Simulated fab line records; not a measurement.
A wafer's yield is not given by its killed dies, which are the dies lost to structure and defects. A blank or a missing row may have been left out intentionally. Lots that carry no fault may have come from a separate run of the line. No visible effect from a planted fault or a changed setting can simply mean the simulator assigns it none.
Matching of chambers -- flow n5_finfet -- N5_GATE_CUT_ETCH_19 on rie_diel-02 has 4 sister chambers
The step etches SiNx in CH3F/O2, target depth 53.7 nm, time 76.7 s. 4 wafers are shown with their chamber, then 7 later ones without.

EACH WAFER AND ITS CHAMBER
wafer,chamber,showerhead_plenum_p_Torr (Torr)
L083.2,2,1.97
L087.6,1,1.85
L089.1,0,2.01
L089.5,3,2.05

WAFERS MISSING THEIR CHAMBER
wafer,showerhead_plenum_p_Torr (Torr)
L089.6,2.01
L092.1,1.84
L092.2,2.01
L092.4,2.04
L095.3,1.84
L095.4,2.01
L095.6,2.04

THE CHAMBER EACH PASSED THROUGH
wafer,from the rows above,in truth
L089.6,0,0
L092.1,1,1
L092.2,0,0
L092.4,3,3
L095.3,1,1
L095.4,0,0
L095.6,3,3
7 of 7 placed correctly. Left unplaced by these rows: 0. Wrongly placed: 0.
How it was worked out, from the rows above alone: a wafer's distance from a chamber is the root of the sum, over the readings, of the square of ((its reading less the chamber's mean) divided by the reading's scatter). The wafer belongs to the nearest chamber; if the next one is less than 2 further off, it can't be placed. A chamber's mean is the mean of its shown wafers. The scatter (one wafer shown for each chamber): square how far every hidden wafer sits from the nearest shown wafer, average those squares and take the square root.
